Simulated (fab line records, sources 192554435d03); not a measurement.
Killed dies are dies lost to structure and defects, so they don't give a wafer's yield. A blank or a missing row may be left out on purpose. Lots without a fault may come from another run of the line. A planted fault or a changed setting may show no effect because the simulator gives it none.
Which tool did it? | flow n5_finfet | 8 lots, 24 wafers sampled, at 8 steps of a route of 1938

WHAT THE GAUGES READ, wafer by wafer
N5_BEOL_M4_RC_MEAS_101. Usual: DIBL_N 36.6 mV/V, standard deviation 1.1; DIBL_P 36.8 mV/V, standard deviation 1.6; IOFF_N 0.169 nA/um, standard deviation 0.024; IOFF_P 0.206 nA/um, standard deviation 0.028; ION_N 679 uA/um, standard deviation 9.2; ION_P 462 uA/um, standard deviation 7; SS_N 71.6 mV/dec, standard deviation 0.57; SS_P 73.3 mV/dec, standard deviation 0.57; VT_N 248.8 mV, standard deviation 2.4; VT_P -251 mV, standard deviation 3.
lot  | measured     | on        | DIBL_N (mV/V)  | DIBL_P (mV/V)  | IOFF_N (nA/um)    | IOFF_P (nA/um)    | ION_N (uA/um) | ION_P (uA/um) | SS_N (mV/dec)  | SS_P (mV/dec)  | VT_N (mV)         | VT_P (mV)      | flag
L267 | day 9 09:15  | prober-01 | 36.0 36.7 35.0 | 36.4 37.5 34.9 | 0.155 0.184 0.150 | 0.200 0.223 0.181 | 667 683 666   | 450 461 451   | 71.4 72.0 70.9 | 73.4 72.9 73.3 | 250.5 245.8 249.7 | -254 -250 -256 |
L271 | day 10 06:55 | prober-02 | 36.6 35.6 38.0 | 38.2 36.9 39.2 | 0.165 0.140 0.183 | 0.221 0.201 0.234 | 691 668 683   | 468 465 473   | 71.3 71.5 72.2 | 72.3 72.2 73.5 | 248.0 250.8 250.1 | -249 -251 -248 |
L269 | day 10 08:19 | prober-01 | 35.8 36.5 36.6 | 35.8 37.8 37.3 | 0.138 0.158 0.155 | 0.190 0.219 0.197 | 671 678 674   | 462 464 463   | 71.0 70.8 70.9 | 73.5 73.9 72.4 | 252.2 248.2 248.5 | -252 -252 -253 |
L276 | day 11 23:53 | prober-02 | 36.7 35.2 35.6 | 37.1 36.1 36.8 | 0.184 0.150 0.160 | 0.210 0.196 0.209 | 691 685 678   | 466 469 465   | 71.4 71.6 71.7 | 72.8 72.7 73.3 | 246.9 250.8 249.5 | -250 -252 -250 |
L278 | day 12 01:35 | prober-02 | 37.6 38.2 37.5 | 37.7 38.5 37.5 | 0.163 0.178 0.157 | 0.228 0.236 0.213 | 664 679 682   | 462 469 466   | 72.5 71.9 71.6 | 73.2 73.2 73.4 | 249.0 251.6 249.4 | -248 -249 -248 |
L283 | day 13 11:52 | prober-02 | 37.6 38.0 36.0 | 36.6 37.1 34.8 | 0.173 0.187 0.149 | 0.171 0.183 0.158 | 673 680 673   | 447 453 451   | 71.0 72.1 71.1 | 73.9 73.8 73.6 | 248.9 248.6 251.8 | -255 -259 -258 |
L284 | day 13 16:56 | prober-01 | 36.6 38.3 38.3 | 36.3 37.9 38.0 | 0.168 0.202 0.201 | 0.195 0.221 0.219 | 676 680 678   | 460 467 461   | 71.5 71.9 72.1 | 73.1 73.3 73.6 | 247.7 247.3 246.5 | -249 -250 -249 |
L289 | day 15 13:02 | prober-02 | 35.9 36.3 37.0 | 36.9 37.3 38.6 | 0.140 0.143 0.157 | 0.171 0.179 0.190 | 673 675 675   | 455 460 461   | 70.7 71.4 71.6 | 72.8 72.9 72.7 | 255.4 252.2 250.8 | -252 -253 -252 |

N5_BEOL_M10_INSPECT_30: inspects for defects (brightfield). Usual: raw_defect_count 404, standard deviation 82.
lot  | measured     | on                | raw_defect_count | flag
L267 | day 12 00:59 | defect_inspect-02 | 420 449 406      |
L271 | day 13 05:30 | defect_inspect-02 | 493 370 389      |
L269 | day 13 01:34 | defect_inspect-02 | 558 606 322      |
L276 | day 14 04:45 | defect_inspect-01 | 257 379 285      |
L278 | day 14 12:58 | defect_inspect-01 | 496 395 418      |
L283 | day 15 19:41 | defect_inspect-01 | 409 357 438      |
L284 | day 15 19:44 | defect_inspect-02 | 380 392 420      |
L289 | day 18 03:26 | defect_inspect-02 | 360 354 371      |

N5_BEOL_M10_OCD_MEAS_38. Usual: trench_depth_nm 149.4 nm, standard deviation 1.9.
lot  | measured     | on     | trench_depth_nm (nm) | flag
L267 | day 12 01:31 | ocd-01 | 149.3 148.9 153.6    |
L271 | day 13 06:02 | ocd-02 | 147.6 145.8 147.8    |
L269 | day 13 02:05 | ocd-02 | 150.6 152.0 150.2    |
L276 | day 14 05:17 | ocd-02 | 152.8 150.0 149.2    |
L278 | day 14 13:30 | ocd-01 | 148.7 147.8 147.7    |
L283 | day 15 21:14 | ocd-02 | 147.4 148.6 147.6    |
L284 | day 15 21:38 | ocd-02 | 88.2 87.8 147.0      | OFF
L289 | day 18 04:14 | ocd-02 | 147.4 149.1 147.7    |

N5_BEOL_M10_THK_MEAS_53: measures by xrf. Usual: M10_THK 142.8 nm, standard deviation 2.3.
lot  | measured     | on            | M10_THK (nm)      | flag
L267 | day 12 06:01 | film_metro-02 | 140.9 140.9 146.7 |
L271 | day 13 08:26 | film_metro-01 | 140.0 139.7 141.3 |
L269 | day 13 04:43 | film_metro-02 | 145.0 143.5 142.9 |
L276 | day 14 08:03 | film_metro-02 | 145.1 141.9 142.5 |
L278 | day 14 15:44 | film_metro-02 | 141.8 139.1 136.7 |
L283 | day 16 01:19 | film_metro-01 | 141.7 142.7 143.8 |
L284 | day 16 01:36 | film_metro-02 | 80.4 79.5 140.5   | OFF
L289 | day 18 08:14 | film_metro-01 | 141.8 144.1 143.2 |

N5_BEOL_M10_RS_MEAS_57: measures by four-point-probe. Usual: M10_RS 0.1498 ohm/sq, standard deviation 0.0024.
lot  | measured     | on            | M10_RS (ohm/sq)      | flag
L267 | day 12 06:09 | film_metro-02 | 0.1507 0.1516 0.1447 |
L271 | day 13 08:37 | film_metro-02 | 0.1521 0.1534 0.1508 |
L269 | day 13 04:51 | film_metro-01 | 0.1471 0.1476 0.1485 |
L276 | day 14 08:11 | film_metro-01 | 0.1467 0.1505 0.1500 |
L278 | day 14 15:52 | film_metro-01 | 0.1494 0.1520 0.1537 |
L283 | day 16 01:27 | film_metro-01 | 0.1521 0.1513 0.1502 |
L284 | day 16 01:44 | film_metro-01 | 0.2893 0.2921 0.1535 | OFF
L289 | day 18 08:22 | film_metro-01 | 0.1516 0.1497 0.1508 |

WHICH TOOL RAN EACH LOT (tool, then ch and the chambers of the sampled wafers, then the start)
lot  | N5_BEOL_M10_DESCUM_33              | N5_BEOL_M10_TRENCH_ETCH_37         | N5_BEOL_M10_ETCH_41
L267 | rie_diel-04 ch 0,2,3, day 12 01:01 | rie_diel-04 ch 0,2,3, day 12 01:20 | rie_diel-04 ch 0,2,3, day 12 01:31 or earlier
L271 | rie_diel-04 ch 1,2, day 13 05:32   | rie_diel-04 ch 1,2, day 13 05:51   | rie_diel-04 ch 1,2, day 13 06:02 or earlier
L269 | rie_diel-01 ch 1,2, day 13 01:35   | rie_diel-01 ch 1,2, day 13 01:54   | rie_diel-01 ch 1,2, day 13 02:05 or earlier
L276 | rie_diel-04 ch 0,2,3, day 14 04:48 | rie_diel-04 ch 0,2,3, day 14 05:07 | rie_diel-04 ch 0,2,3, day 14 05:17 or earlier
L278 | rie_diel-04 ch 0,2, day 14 13:01   | rie_diel-04 ch 0,2, day 14 13:19   | rie_diel-04 ch 0,2, day 14 13:30 or earlier
L283 | rie_diel-01 ch 0,1,2, day 15 20:44 | rie_diel-01 ch 0,1,2, day 15 21:03 | rie_diel-01 ch 0,1,2, day 15 21:14 or earlier
L284 | rie_diel-04 ch 1,2, day 15 21:09   | rie_diel-04 ch 1,2, day 15 21:28   | rie_diel-04 ch 1,2, day 15 21:38 or earlier
L289 | rie_diel-01 ch 1,2,3, day 18 03:45 | rie_diel-01 ch 1,2,3, day 18 04:04 | rie_diel-01 ch 1,2,3, day 18 04:14 or earlier
- N5_BEOL_M10_DESCUM_33: chemistry O2, time 7.9 s.
- N5_BEOL_M10_TRENCH_ETCH_37: etches SiCOH lowk in C4F6/O2, target depth 148.83 nm, time 48 s.
- N5_BEOL_M10_ETCH_41: etches SiCN in CH3F/O2, target depth 42.6 nm, time 86 s.

WHAT THE TOOLS THEMSELVES READ (means of the sampled wafers that have a number; where no wafer has one, the mark that the record gives instead)
N5_BEOL_M10_DESCUM_33. Usual: drypump_motor_current_A 5.6 A, standard deviation 0.49; oes_product_au 0.82 a.u., standard deviation 0.058; rf_vpp_V 243.7 V, standard deviation 1.5; showerhead_plenum_p_Torr 2.13 Torr, standard deviation 0.079; throttle_valve_pct 20.38 %, standard deviation 0.13.
lot  | tool        | drypump_motor_current_A (A) | oes_product_au (a.u.) | rf_vpp_V (V) | showerhead_plenum_p_Torr (Torr) | throttle_valve_pct (%) | flag
L267 | rie_diel-04 | 5.8                         | 0.85                  | 243.8        | 2.12                            | 20.34                  |
L271 | rie_diel-04 | 5.4                         | 0.81                  | 245.2        | 2.18                            | 20.22                  |
L269 | rie_diel-01 | 5.2                         | 0.84                  | 245.3        | 2.21                            | 20.37                  |
L276 | rie_diel-04 | 5.8                         | 0.81                  | 243.5        | 2.11                            | 20.37                  |
L278 | rie_diel-04 | 5.6                         | 0.80                  | 242.9        | 2.05                            | 20.37                  |
L283 | rie_diel-01 | 5.4                         | 0.79                  | 244.7        | 2.17                            | 20.42                  |
L284 | rie_diel-04 | 5.7                         | 0.77                  | 243.0        | 2.14                            | 20.30                  |
L289 | rie_diel-01 | 5.6                         | 0.78                  | 243.9        | 2.14                            | 20.48                  |

N5_BEOL_M10_TRENCH_ETCH_37. Usual: O2_flow_sccm 10.00 sccm, standard deviation 0.031; drypump_motor_current_A 5.6 A, standard deviation 0.49; oes_f_703_au 0.81 a.u., standard deviation 0.055; oes_product_au 0.82 a.u., standard deviation 0.059; rf_vpp_V 668 V, standard deviation 7.4; showerhead_plenum_p_Torr 2.90 Torr, standard deviation 0.1; throttle_valve_pct 20.89 %, standard deviation 0.16.
lot  | tool        | O2_flow_sccm (sccm) | drypump_motor_current_A (A) | oes_f_703_au (a.u.) | oes_product_au (a.u.) | rf_vpp_V (V) | showerhead_plenum_p_Torr (Torr) | throttle_valve_pct (%) | flag
L267 | rie_diel-04 | 9.97                | 5.8                         | 0.84                | 0.85                  | 669          | 2.89                            | 20.87                  |
L271 | rie_diel-04 | 10.01               | 5.4                         | 0.80                | 0.80                  | 665          | 2.94                            | 20.64                  |
L269 | rie_diel-01 | 9.97                | 5.2                         | 0.84                | 0.85                  | 675          | 3.00                            | 20.91                  |
L276 | rie_diel-04 | 9.97                | 5.8                         | 0.81                | 0.82                  | 670          | 2.88                            | 20.90                  |
L278 | rie_diel-04 | 9.99                | 5.6                         | 0.78                | 0.79                  | 674          | 2.79                            | 20.87                  |
L283 | rie_diel-01 | 10.02               | 5.4                         | 0.79                | 0.79                  | 671          | 2.94                            | 20.90                  |
L284 | rie_diel-04 | 9.99                | 5.8                         | 0.76                | 0.63                  | 661          | 2.89                            | 20.68                  | OFF
L289 | rie_diel-01 | 10.02               | 5.6                         | 0.79                | 0.79                  | 668          | 2.91                            | 21.00                  |

N5_BEOL_M10_ETCH_41. Usual: O2_flow_sccm 20.00 sccm, standard deviation 0.06; drypump_motor_current_A 5.6 A, standard deviation 0.49; oes_product_au 0.82 a.u., standard deviation 0.059; rf_vpp_V 298.0 V, standard deviation 1.7; showerhead_plenum_p_Torr 2.04 Torr, standard deviation 0.076; throttle_valve_pct 16.26 %, standard deviation 0.14.
lot  | tool        | O2_flow_sccm (sccm) | drypump_motor_current_A (A) | oes_product_au (a.u.) | rf_vpp_V (V) | showerhead_plenum_p_Torr (Torr) | throttle_valve_pct (%) | flag
L267 | rie_diel-04 | 19.98               | 5.8                         | 0.85                  | 298.1        | 2.03                            | 16.21                  |
L271 | rie_diel-04 | 20.05               | 5.4                         | 0.80                  | 299.2        | 2.07                            | 16.05                  |
L269 | rie_diel-01 | 20.00               | 5.2                         | 0.85                  | 299.0        | 2.12                            | 16.25                  |
L276 | rie_diel-04 | 20.00               | 5.8                         | 0.81                  | 297.6        | 2.02                            | 16.26                  |
L278 | rie_diel-04 | 19.99               | 5.6                         | 0.79                  | 295.7        | 1.96                            | 16.25                  |
L283 | rie_diel-01 | 19.99               | 5.4                         | 0.79                  | 298.3        | 2.07                            | 16.29                  |
L284 | rie_diel-04 | 20.00               | 5.7                         | 0.76                  | 298.3        | 2.03                            | 16.14                  |
L289 | rie_diel-01 | 20.00               | 5.6                         | 0.79                  | 298.2        | 2.05                            | 16.36                  |

THE ANSWER, worked out from the rows above alone
Rule: a lot is off if the mean of its wafers that have a number lies more than 3 standard deviations from the usual mean. A lot without any number at a reading at which 4 lots or more have one is off too. The other lots that the step has rows for count as sound. The gauges are gone through in route order, then the tools' own readings, and for those a lot's mean is taken as printed above. The first step at which some lot is off is used, and at that step the reading that is off furthest; a lot without a number counts as furthest.
Off: L284, at N5_BEOL_M10_OCD_MEAS_38 (trench_depth_nm).
A tool fits if, at a process step before that reading, it ran every lot that is off, and no sound lot after the first of them. The gauges at N5_BEOL_M10_OCD_MEAS_38 aren't tried: what is off there is off at N5_BEOL_M10_THK_MEAS_53 too, on other tools, and a gauge's error can't cause that. N5_BEOL_M10_ETCH_41 gives no start for some lots, so the hours and the order of its lots are those of N5_BEOL_M10_OCD_MEAS_38. One fits: rie_diel-04 at N5_BEOL_M10_DESCUM_33 and N5_BEOL_M10_TRENCH_ETCH_37 and N5_BEOL_M10_ETCH_41. At N5_BEOL_M10_DESCUM_33 its last sound lot is L278 (day 14 13:01), its first lot that is off L284 (day 15 21:09): a fault that began between those two fits.

WHAT THE SIMULATOR HAD PUT IN
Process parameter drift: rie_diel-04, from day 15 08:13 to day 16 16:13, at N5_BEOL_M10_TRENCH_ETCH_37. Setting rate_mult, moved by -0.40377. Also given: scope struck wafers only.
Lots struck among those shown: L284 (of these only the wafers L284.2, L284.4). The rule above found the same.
